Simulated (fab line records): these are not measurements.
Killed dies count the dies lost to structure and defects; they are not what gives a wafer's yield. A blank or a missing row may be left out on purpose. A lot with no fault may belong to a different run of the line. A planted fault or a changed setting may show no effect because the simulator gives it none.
Lot-split experiment | flow n5Finfet | on a route of 1938 steps: 7 lots, 21 wafers read

## ON THE SPLIT
At N5_MOL_CONTACT_COAG_ETCH_105 (etches SiARC in CF4, target depth 15.6 nm, time 26 s), the setting biasW was moved away from the recipe's 36 W on 4 of the 21 wafers read, by -17.1% to +9.0%. This setting was run at the recipe's value on the other wafers.

The split's own step is where the reading is taken.

## THE READING
rfVppV, in V, at N5_MOL_CONTACT_COAG_ETCH_105 (etches SiARC in CF4, target depth 15.6 nm, time 26 s). Fault-free wafers of this fab line usually give 184.5 V, standard deviation 1 V.

wafer  | tool, chamber at the split | biasW as run, W | against the recipe | rfVppV, V | against lot-mates on the recipe
L074.1 | rieDiel-06, 1              | 36              | recipe             | 183.5     | -
L074.3 | rieDiel-06, 3              | 36              | recipe             | 185.2     | -
L074.5 | rieDiel-06, 1              | 36              | recipe             | 185.5     | -
L075.3 | rieDiel-05, 3              | 36              | recipe             | 184.5     | -
L075.4 | rieDiel-05, 2              | 36              | recipe             | 184.2     | -
L075.5 | rieDiel-05, 1              | 36              | recipe             | 183.8     | -
L079.2 | rieDiel-02, 1              | 36              | recipe             | 183.2     | -
L079.4 | rieDiel-02, 2              | 36              | recipe             | 185.5     | -
L079.6 | rieDiel-02, 0              | 36              | recipe             | 185.7     | -
L082.2 | rieDiel-02, 1              | 36              | recipe             | 185.7     | -
L082.5 | rieDiel-02, 1              | 36              | recipe             | 182.4     | -
L082.6 | rieDiel-02, 2              | 36              | recipe             | 185.1     | -
L086.2 | rieDiel-02, 3              | 36              | recipe             | 183.5     | -
L086.4 | rieDiel-02, 1              | 39.23           | +9.0%              | 193.8     | +9.8
L086.6 | rieDiel-02, 2              | 36              | recipe             | 184.6     | -
L091.1 | rieDiel-05, 1              | 36              | recipe             | 184.1     | -
L091.3 | rieDiel-05, 2              | 33.44           | -7.1%              | 175.2     | -8.8
L091.4 | rieDiel-05, 0              | 36              | recipe             | 183.8     | -
L092.2 | rieDiel-02, 2              | 36              | recipe             | 183.8     | -
L092.3 | rieDiel-02, 1              | 29.84           | -17.1%             | 163.0     | -20.8
L092.6 | rieDiel-02, 3              | 29.84           | -17.1%             | 164.4     | -19.4

FIT RESULTS
A straight line over all 21 wafers: rfVppV changes by +1.19 V for each +1% of biasW; r = +0.99; the points scatter about the line by 0.98 V.
The same after taking each lot's own level away (the mean of its wafers on the recipe; 21 wafers): +1.17 V for each +1%; r = +0.99; scatter 0.89 V.
The reading moves by 20 V for the largest change in biasW, on that fit.
Measured against the standard deviation above, the lots' own levels, which go from 183.80 to 184.80 V, span 1.0 times it.
Hence the lot-to-lot level has little effect on the slope; both slopes agree.
Check: -19.5 V against its lot-mates is what the line predicts for one of the wafers moved furthest among these (-17.1%) when that wafer is left out of the fit. It came out at -20.8 V against them.
Tool readings at the split's step, against how far the setting was moved: rfVppV r = +0.99.

## FURTHER SPLITS ON THESE WAFERS
These wafers also went through other splits before the reading. Each is held against what the fit with the lots' levels taken away leaves over:
other split on the same wafers       | wafers away from the commonest value | r with rfVppV (lot level and that fit taken away)
N5_GATE_CUT_EXPOSE_10 doseMj         | 10                                   | -0.05
N5_GATE_CUT_ETCH_36 cf4FlowSccm      | 5                                    | -0.22
N5_MOL_CONTACT_COAG_EXPOSE_05 doseMj | 5                                    | -0.18

## THE FILE'S OWN FIT
rfVppV changes by +1.17 V for each +1% of biasW, r = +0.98.
